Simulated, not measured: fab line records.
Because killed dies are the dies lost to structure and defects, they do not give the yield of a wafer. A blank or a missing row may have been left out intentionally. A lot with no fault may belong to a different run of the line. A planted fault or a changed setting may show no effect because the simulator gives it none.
fab line records + flow n5-finfet
record:
- lots: 7
- wafers: 39
route steps=1938 shown MOL_CONTACT_COAG@523
start-h: hours from the record's opening day to when the first of the lot's shown wafers began + wait-h: hours from the lot's prior step to this one + " as in the row above + L1.1+2: several wafers, shown together as one row + - no value present, or no start provided + * or withheld: withheld + < > ~ a bound
route shown NAME@n: a module of which the file shows steps, and the number in the route of the first + usual: average and standard deviation across the fault-free wafers + same: alike in all rows + chamber/n: place in a boat + sites: each site's reading + _std_site: the standard deviation of these + _edge_site: the outer-site mean with the inner-site mean subtracted + radius-mm: how far each site lies from the wafer's centre + mask NAME#n: copy n + behind: the tool/chamber that last shaped the wafer + hold: reason for holding the lot/hours on hold/outcome of the hold + device: the transistor (n, p or np) that didn't switch + end of line: at the end of the route, the tests of the same wafers + where a step has no rows: the recipe by itself + killed: count of dies lost to structure and defects at first sort (not the wafer's yield) + map: a wafer's dies, x killed, . not, _ none there
set.NAME: the setting that was run; set.NAME@STEP: the one run at that earlier step + model.NAME: the simulator's own value behind a step, which no gauge read
lots run with intentionally changed settings; tables by step, rows by wafer
== steps ==
step: N5_MOL_CONTACT_COAG_EXPOSE_05
recipe:
- mask-id: CA
- na: 0.33
- source-shape: annular
- sigma-inner: 0.4
- sigma-outer: 0.8
- polarization: unpolarized
- defocus-nm: 0
- dose-mj: 38.25
| lot.wafer  | tool           | chamber | start-h | wait-h | mask | set.dose-mj |
|------------|----------------|---------|---------|--------|------|-------------|
| L074.3+4+6 | euv-scanner-01 | 0       | 88.43   | -      | CA#0 | 38.25       |
| L075.1+2+4 | euv-scanner-01 | 0       | 96.85   | -      | CA#0 | 38.25       |
| L075.3+5+6 | "              | 0       | "       | "      | CA#0 | 41.01       |
| L082.1+2+3 | euv-scanner-02 | 0       | 136.27  | -      | CA#0 | 38.25       |
| L082.4+5+6 | "              | 0       | "       | "      | CA#0 | 36.42       |
| L084.1+3+6 | euv-scanner-01 | 0       | 148.34  | -      | CA#0 | 38.25       |
| L084.2+4+5 | "              | 0       | "       | "      | CA#0 | 37.04       |
| L089.1+3+5 | euv-scanner-02 | 0       | 178.20  | -      | CA#0 | 36.26       |
| L089.2+4+6 | "              | 0       | "       | "      | CA#0 | 38.25       |
| L095.1+2+6 | euv-scanner-02 | 0       | 216.64  | -      | CA#0 | 40.98       |
| L095.3+4+5 | "              | 0       | "       | "      | CA#0 | 38.25       |
| L097.1+3+6 | euv-scanner-02 | 0       | 230.87  | -      | CA#0 | 38.25       |
| L097.2+4+5 | "              | 0       | "       | "      | CA#0 | 35.3        |
step: N5_MOL_CONTACT_COAG_PEB_06
recipe:
- peb-temp-c: 100
- peb-time-s: 60
- resist: CAR-EUV
step: N5_MOL_CONTACT_COAG_DEVELOP_07
recipe:
- develop-time-s: 30
- developer: TMAH
- resist: CAR-EUV
- rinse-liquid: surfactant-rinse
- dry: air-spin
- dev-temp-c: 23
step: N5_MOL_CONTACT_COAG_CD_MEAS_08
recipe:
- target-cd-nm: 28
- landing-energy-ev: 500
- detector: se-inlens
- polarity: opening
usual:
- cd-nm: 28.01/0.23
| lot.wafer | tool      | chamber | start-h | wait-h | set.dose-mj@MOL_CONTACT_COAG_EXPOSE_05 | cd-nm |
|-----------|-----------|---------|---------|--------|----------------------------------------|-------|
| L074.3    | cd-sem-02 | 0       | 88.54   | -      | 38.25                                  | 27.71 |
| L074.4    | "         | 0       | "       | "      | 38.25                                  | 27.98 |
| L074.6    | "         | 0       | "       | "      | 38.25                                  | 27.83 |
| L075.1    | cd-sem-03 | 0       | 96.98   | -      | 38.25                                  | 27.83 |
| L075.2    | "         | 0       | "       | "      | 38.25                                  | 28.15 |
| L075.3    | "         | 0       | "       | "      | 41.01                                  | 29.65 |
| L075.4    | "         | 0       | "       | "      | 38.25                                  | 27.70 |
| L075.5    | "         | 0       | "       | "      | 41.01                                  | 29.68 |
| L075.6    | "         | 0       | "       | "      | 41.01                                  | 29.69 |
| L082.1    | cd-sem-01 | 0       | 136.40  | -      | 38.25                                  | 27.77 |
| L082.2    | "         | 0       | "       | "      | 38.25                                  | 27.72 |
| L082.3    | "         | 0       | "       | "      | 38.25                                  | 27.97 |
| L082.4    | "         | 0       | "       | "      | 36.42                                  | 26.95 |
| L082.5    | "         | 0       | "       | "      | 36.42                                  | 26.93 |
| L082.6    | "         | 0       | "       | "      | 36.42                                  | 27.09 |
| L084.1    | cd-sem-03 | 0       | 148.47  | -      | 38.25                                  | 27.92 |
| L084.2    | "         | 0       | "       | "      | 37.04                                  | 27.33 |
| L084.3    | "         | 0       | "       | "      | 38.25                                  | 27.67 |
| L084.4    | "         | 0       | "       | "      | 37.04                                  | 27.40 |
| L084.5    | "         | 0       | "       | "      | 37.04                                  | 27.35 |
| L084.6    | "         | 0       | "       | "      | 38.25                                  | 27.90 |
| L089.1    | cd-sem-02 | 0       | 178.33  | -      | 36.26                                  | 27.06 |
| L089.2    | "         | 0       | "       | "      | 38.25                                  | 28.41 |
| L089.3    | "         | 0       | "       | "      | 36.26                                  | 26.56 |
| L089.4    | "         | 0       | "       | "      | 38.25                                  | 28.24 |
| L089.5    | "         | 0       | "       | "      | 36.26                                  | 26.67 |
| L089.6    | "         | 0       | "       | "      | 38.25                                  | 28.36 |
| L095.1    | cd-sem-01 | 0       | 216.77  | -      | 40.98                                  | 29.56 |
| L095.2    | "         | 0       | "       | "      | 40.98                                  | 29.65 |
| L095.3    | "         | 0       | "       | "      | 38.25                                  | 27.69 |
| L095.4    | "         | 0       | "       | "      | 38.25                                  | 27.89 |
| L095.5    | "         | 0       | "       | "      | 38.25                                  | 28.19 |
| L095.6    | "         | 0       | "       | "      | 40.98                                  | 29.79 |
| L097.1    | cd-sem-01 | 0       | 231.00  | -      | 38.25                                  | 27.96 |
| L097.2    | "         | 0       | "       | "      | 35.3                                   | 26.21 |
| L097.3    | "         | 0       | "       | "      | 38.25                                  | 28.10 |
| L097.4    | "         | 0       | "       | "      | 35.3                                   | 26.22 |
| L097.5    | "         | 0       | "       | "      | 35.3                                   | 26.31 |
| L097.6    | "         | 0       | "       | "      | 38.25                                  | 27.83 |
step: N5_MOL_CONTACT_COAG_DESCUM_13
recipe:
- chemistry: O2
- time-s: 7
- source-power-w: 50
- bias-power-w: 20
- pressure-mtorr: 20
- rf-frequency-hz: 2.712e+07
- temp-c: 40
- resist: CAR-EUV
- o2-flow-sccm: 225
step: N5_MOL_CONTACT_COAG_ETCH_59
recipe:
- chemistry: N2/H2
- target: underlayer
- target-depth-a: 130
- mask-material: CAR-EUV
- time-s: 10.4
- ion-energy-ev: 200
- pressure-mtorr: 30
- source-w: 840
- bias-w: 150
- n2-flow-sccm: 200
- h2-flow-sccm: 200
- ends: cleared
| lot.wafer  | tool        | chamber | start-h | wait-h | set.dose-mj@MOL_CONTACT_COAG_EXPOSE_05 | model.MOL_CONTACT_COAG.cd-offset-nm |
|------------|-------------|---------|---------|--------|----------------------------------------|-------------------------------------|
| L074.3     | rie-diel-03 | 2       | 88.70   | 0.0    | 38.25                                  | -0.2                                |
| L074.4+6   | "           | 0,1     | "       | "      | 38.25                                  | 0                                   |
| L075.1     | rie-diel-06 | 2       | 97.14   | 0.0    | 38.25                                  | 0.2                                 |
| L075.2+4   | "           | 1,0     | "       | "      | 38.25                                  | 0                                   |
| L075.3+5+6 | "           | 3,2,3   | "       | "      | 41.01                                  | 1.6                                 |
| L082.1+3   | rie-diel-06 | 2,0     | 136.55  | 0.0    | 38.25                                  | 0                                   |
| L082.2     | "           | 1       | "       | "      | 38.25                                  | 0.2                                 |
| L082.4+5+6 | "           | 3,1,2   | "       | "      | 36.42                                  | -1.2                                |
| L084.1+3+6 | rie-diel-06 | 3,2,2   | 148.64  | 0.0    | 38.25                                  | 0                                   |
| L084.2+4+5 | "           | 1,0,3   | "       | "      | 37.04                                  | -0.6                                |
| L089.1+3   | rie-diel-03 | 3,2     | 178.48  | 0.0    | 36.26                                  | -1.2                                |
| L089.2+4+6 | "           | 0,1,1   | "       | "      | 38.25                                  | 0.2                                 |
| L089.5     | "           | 0       | "       | "      | 36.26                                  | -1                                  |
| L095.1+6   | rie-diel-06 | 3,2     | 217.04  | 0.0    | 40.98                                  | 1.6                                 |
| L095.2     | "           | 2       | "       | "      | 40.98                                  | 1.4                                 |
| L095.3+5   | "           | 1       | "       | "      | 38.25                                  | 0.2                                 |
| L095.4     | "           | 0       | "       | "      | 38.25                                  | 0                                   |
| L097.1     | rie-diel-03 | 3       | 231.16  | 0.0    | 38.25                                  | 0.2                                 |
| L097.2+4+5 | "           | 0,2,2   | "       | "      | 35.3                                   | -1.8                                |
| L097.3+6   | "           | 1,3     | "       | "      | 38.25                                  | 0                                   |
step: N5_MOL_CONTACT_COAG_ETCH_105
recipe:
- chemistry: CF4
- target: SiARC
- target-depth-a: 156
- mask-material: CAR-EUV
- time-s: 26
- ion-energy-ev: 80
- pressure-mtorr: 40
- source-w: 545
- bias-w: 36
- Ar_flow_sccm: 100
- cf4-flow-sccm: 100
- ends: cleared
| lot.wafer  | tool        | chamber | start-h | wait-h | set.dose-mj@MOL_CONTACT_COAG_EXPOSE_05 | model.MOL_CONTACT_COAG.cd-offset-nm |
|------------|-------------|---------|---------|--------|----------------------------------------|-------------------------------------|
| L074.3+4+6 | rie-diel-03 | 2,0,1   | 88.72   | 0.0    | 38.25                                  | 0                                   |
| L075.1     | rie-diel-06 | 2       | 97.16   | 0.0    | 38.25                                  | 0.2                                 |
| L075.2+4   | "           | 1,0     | "       | "      | 38.25                                  | 0                                   |
| L075.3+5   | "           | 3,2     | "       | "      | 41.01                                  | 1.6                                 |
| L075.6     | "           | 3       | "       | "      | 41.01                                  | 1.4                                 |
| L082.1+3   | rie-diel-06 | 2,0     | 136.57  | 0.0    | 38.25                                  | -0.2                                |
| L082.2     | "           | 1       | "       | "      | 38.25                                  | 0                                   |
| L082.4+5+6 | "           | 3,1,2   | "       | "      | 36.42                                  | -1.2                                |
| L084.1     | rie-diel-06 | 3       | 148.66  | 0.0    | 38.25                                  | -0.2                                |
| L084.2+4+5 | "           | 1,0,3   | "       | "      | 37.04                                  | -0.6                                |
| L084.3+6   | "           | 2       | "       | "      | 38.25                                  | 0                                   |
| L089.1+3   | rie-diel-03 | 3,2     | 178.50  | 0.0    | 36.26                                  | -1.2                                |
| L089.2+4+6 | "           | 0,1,1   | "       | "      | 38.25                                  | 0.2                                 |
| L089.5     | "           | 0       | "       | "      | 36.26                                  | -1                                  |
| L095.1+6   | rie-diel-06 | 3,2     | 217.05  | 0.0    | 40.98                                  | 1.6                                 |
| L095.2     | "           | 2       | "       | "      | 40.98                                  | 1.4                                 |
| L095.3+5   | "           | 1       | "       | "      | 38.25                                  | 0.2                                 |
| L095.4     | "           | 0       | "       | "      | 38.25                                  | -0.2                                |
| L097.1+6   | rie-diel-03 | 3       | 231.18  | 0.0    | 38.25                                  | 0                                   |
| L097.2+4+5 | "           | 0,2,2   | "       | "      | 35.3                                   | -1.8                                |
| L097.3     | "           | 1       | "       | "      | 38.25                                  | 0.2                                 |
step: N5_MOL_CONTACT_COAG_ETCH_106
recipe:
- chemistry: N2/H2
- target: SOC
- target-depth-a: 800
- overetch-a: 160
- mask-material: SiARC
- temp-c: 40
- time-s: 120
- ion-energy-ev: 200
- pressure-mtorr: 30
- source-w: 840
- bias-w: 150
- n2-flow-sccm: 200
- h2-flow-sccm: 200
step: N5_MOL_CONTACT_COAG_STRIP_107
recipe:
- chemistry: N2/H2
- temp-c: 40
- n2-flow-sccm: 200
- h2-flow-sccm: 200
- rf-frequency-hz: 6e+07
step: N5_MOL_CONTACT_COAG_CONTACT_ETCH_14
recipe:
- chemistry: C4F6/O2
- target: SiO2
- target-depth-a: 275
- overetch-a: 85
- mask-material: SOC
- pressure-mtorr: 30
- source-w: 370
- bias-w: 185
- Ar_flow_sccm: 300
- C4F6_flow_sccm: 16
- O2_flow_sccm: 10
- time-s: 20
- ion-energy-ev: 259.6
step: N5_MOL_CONTACT_COAG_STRIP_109
recipe:
- chemistry: C4F6/O2
- resist: SiARC
- rf-frequency-hz: 6e+07
step: N5_MOL_CONTACT_COAG_ETCH_15
recipe:
- chemistry: CH3F/O2
- target: SiNx
- target-depth-a: 70
- mask-material: SOC
- stop-on: Si:P
- over-etch-frac: 0.75
- ion-energy-ev: 120
- pressure-mtorr: 30
- source-w: 395
- bias-w: 73
- Ar_flow_sccm: 150
- CH3F_flow_sccm: 30
- O2_flow_sccm: 20
| lot.wafer  | tool        | chamber | start-h | wait-h | set.dose-mj@MOL_CONTACT_COAG_EXPOSE_05 | model.MOL_CONTACT_COAG.cd-offset-nm |
|------------|-------------|---------|---------|--------|----------------------------------------|-------------------------------------|
| L074.3+6   | rie-diel-03 | 2,1     | 88.88   | 0.0    | 38.25                                  | 0                                   |
| L074.4     | "           | 0       | "       | "      | 38.25                                  | 0.2                                 |
| L075.1+4   | rie-diel-06 | 2,0     | 97.32   | 0.0    | 38.25                                  | 0.2                                 |
| L075.2     | "           | 1       | "       | "      | 38.25                                  | 0                                   |
| L075.3     | "           | 3       | "       | "      | 41.01                                  | 1.8                                 |
| L075.5+6   | "           | 2,3     | "       | "      | 41.01                                  | 1.6                                 |
| L082.1+2   | rie-diel-06 | 2,1     | 136.74  | 0.0    | 38.25                                  | -0.2                                |
| L082.3     | "           | 0       | "       | "      | 38.25                                  | 0                                   |
| L082.4     | "           | 3       | "       | "      | 36.42                                  | -1.2                                |
| L082.5     | "           | 1       | "       | "      | 36.42                                  | -1.4                                |
| L082.6     | "           | 2       | "       | "      | 36.42                                  | -1.6                                |
| L084.1     | rie-diel-06 | 3       | 148.82  | 0.0    | 38.25                                  | -0.2                                |
| L084.2+4   | "           | 1,0     | "       | "      | 37.04                                  | -0.8                                |
| L084.3+6   | "           | 2       | "       | "      | 38.25                                  | 0                                   |
| L084.5     | "           | 3       | "       | "      | 37.04                                  | -0.6                                |
| L089.1     | rie-diel-03 | 3       | 178.67  | 0.0    | 36.26                                  | -1.2                                |
| L089.2+4   | "           | 0,1     | "       | "      | 38.25                                  | 0.2                                 |
| L089.3     | "           | 2       | "       | "      | 36.26                                  | -1.4                                |
| L089.5     | "           | 0       | "       | "      | 36.26                                  | -1                                  |
| L089.6     | "           | 1       | "       | "      | 38.25                                  | 0.4                                 |
| L095.1+2   | rie-diel-06 | 3,2     | 217.22  | 0.0    | 40.98                                  | 1.6                                 |
| L095.3+4+5 | "           | 1,0,1   | "       | "      | 38.25                                  | 0                                   |
| L095.6     | "           | 2       | "       | "      | 40.98                                  | 1.8                                 |
| L097.1     | rie-diel-03 | 3       | 231.35  | 0.0    | 38.25                                  | 0.2                                 |
| L097.2+5   | "           | 0,2     | "       | "      | 35.3                                   | -1.6                                |
| L097.3     | "           | 1       | "       | "      | 38.25                                  | 0.4                                 |
| L097.4     | "           | 2       | "       | "      | 35.3                                   | -1.8                                |
| L097.6     | "           | 3       | "       | "      | 38.25                                  | 0                                   |
step: N5_MOL_CONTACT_COAG_ETCH_110
recipe:
- chemistry: CF4/O2
- target: Si
- target-depth-a: 25
- time-s: 8
- pressure-mtorr: 100
- source-w: 200
- bias-w: 12
- ion-energy-ev: 60
- Ar_flow_sccm: 100
- cf4-flow-sccm: 100
- O2_flow_sccm: 10
step: N5_MOL_CONTACT_COAG_STRIP_98
recipe:
- chemistry: N2/H2
- power-w: 500
- temp-c: 40
- pressure-mtorr: 50
- rf-frequency-hz: 6e+07
- overash-fraction: 0.3
- bias-power-w: 8
- h2-frac: 0.5
- n2-flow-sccm: 300
- h2-flow-sccm: 300
step: N5_MOL_CONTACT_COAG_CD_MEAS_99
recipe:
- target-cd-nm: 17.2
- polarity: opening
usual:
- cd-nm: 17.26/0.28
| lot.wafer | tool      | chamber | start-h | wait-h | set.dose-mj@MOL_CONTACT_COAG_EXPOSE_05 | cd-nm |
|-----------|-----------|---------|---------|--------|----------------------------------------|-------|
| L074.3    | cd-sem-02 | -       | 89.06   | -      | 38.25                                  | 17.44 |
| L074.4    | "         | -       | "       | "      | 38.25                                  | 17.08 |
| L074.6    | "         | -       | "       | "      | 38.25                                  | 17.15 |
| L075.1    | cd-sem-02 | -       | 97.50   | -      | 38.25                                  | 17.35 |
| L075.2    | "         | -       | "       | "      | 38.25                                  | 16.68 |
| L075.3    | "         | -       | "       | "      | 41.01                                  | 18.78 |
| L075.4    | "         | -       | "       | "      | 38.25                                  | 17.22 |
| L075.5    | "         | -       | "       | "      | 41.01                                  | 18.90 |
| L075.6    | "         | -       | "       | "      | 41.01                                  | 18.91 |
| L082.1    | cd-sem-02 | -       | 136.91  | -      | 38.25                                  | 16.81 |
| L082.2    | "         | -       | "       | "      | 38.25                                  | 16.96 |
| L082.3    | "         | -       | "       | "      | 38.25                                  | 17.62 |
| L082.4    | "         | -       | "       | "      | 36.42                                  | 15.98 |
| L082.5    | "         | -       | "       | "      | 36.42                                  | 15.91 |
| L082.6    | "         | -       | "       | "      | 36.42                                  | 15.52 |
| L084.1    | cd-sem-02 | -       | 149.00  | -      | 38.25                                  | 16.89 |
| L084.2    | "         | -       | "       | "      | 37.04                                  | 16.42 |
| L084.3    | "         | -       | "       | "      | 38.25                                  | 17.01 |
| L084.4    | "         | -       | "       | "      | 37.04                                  | 16.37 |
| L084.5    | "         | -       | "       | "      | 37.04                                  | 16.38 |
| L084.6    | "         | -       | "       | "      | 38.25                                  | 17.59 |
| L089.1    | cd-sem-01 | -       | 178.85  | -      | 36.26                                  | 16.05 |
| L089.2    | "         | -       | "       | "      | 38.25                                  | 16.99 |
| L089.3    | "         | -       | "       | "      | 36.26                                  | 15.69 |
| L089.4    | "         | -       | "       | "      | 38.25                                  | 17.42 |
| L089.5    | "         | -       | "       | "      | 36.26                                  | 15.86 |
| L089.6    | "         | -       | "       | "      | 38.25                                  | 17.37 |
| L095.1    | cd-sem-01 | -       | 217.40  | -      | 40.98                                  | 18.56 |
| L095.2    | "         | -       | "       | "      | 40.98                                  | 19.02 |
| L095.3    | "         | -       | "       | "      | 38.25                                  | 17.39 |
| L095.4    | "         | -       | "       | "      | 38.25                                  | 16.91 |
| L095.5    | "         | -       | "       | "      | 38.25                                  | 17.56 |
| L095.6    | "         | -       | "       | "      | 40.98                                  | 18.92 |
| L097.1    | cd-sem-03 | -       | 231.53  | -      | 38.25                                  | 17.62 |
| L097.2    | "         | -       | "       | "      | 35.3                                   | 15.68 |
| L097.3    | "         | -       | "       | "      | 38.25                                  | 17.43 |
| L097.4    | "         | -       | "       | "      | 35.3                                   | 15.42 |
| L097.5    | "         | -       | "       | "      | 35.3                                   | 15.84 |
| L097.6    | "         | -       | "       | "      | 38.25                                  | 17.18 |
== key ==
split:
- step: N5_MOL_CONTACT_COAG_EXPOSE_05
- setting: dose-mj
- stated: 38.25
- by: wafer
response:
- step: N5_MOL_CONTACT_COAG_CD_MEAS_08
- reading: cd-nm
- change: +0.234
- per: 1%
- r: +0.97
response:
- step: N5_MOL_CONTACT_COAG_ETCH_59
- reading: model.MOL_CONTACT_COAG.cd-offset-nm
- change: +0.226
- per: 1%
- r: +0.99
response:
- step: N5_MOL_CONTACT_COAG_ETCH_105
- reading: model.MOL_CONTACT_COAG.cd-offset-nm
- change: +0.221
- per: 1%
- r: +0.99
response:
- step: N5_MOL_CONTACT_COAG_ETCH_15
- reading: model.MOL_CONTACT_COAG.cd-offset-nm
- change: +0.239
- per: 1%
- r: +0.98
response:
- step: N5_MOL_CONTACT_COAG_CD_MEAS_99
- reading: cd-nm
- change: +0.241
- per: 1%
- r: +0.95
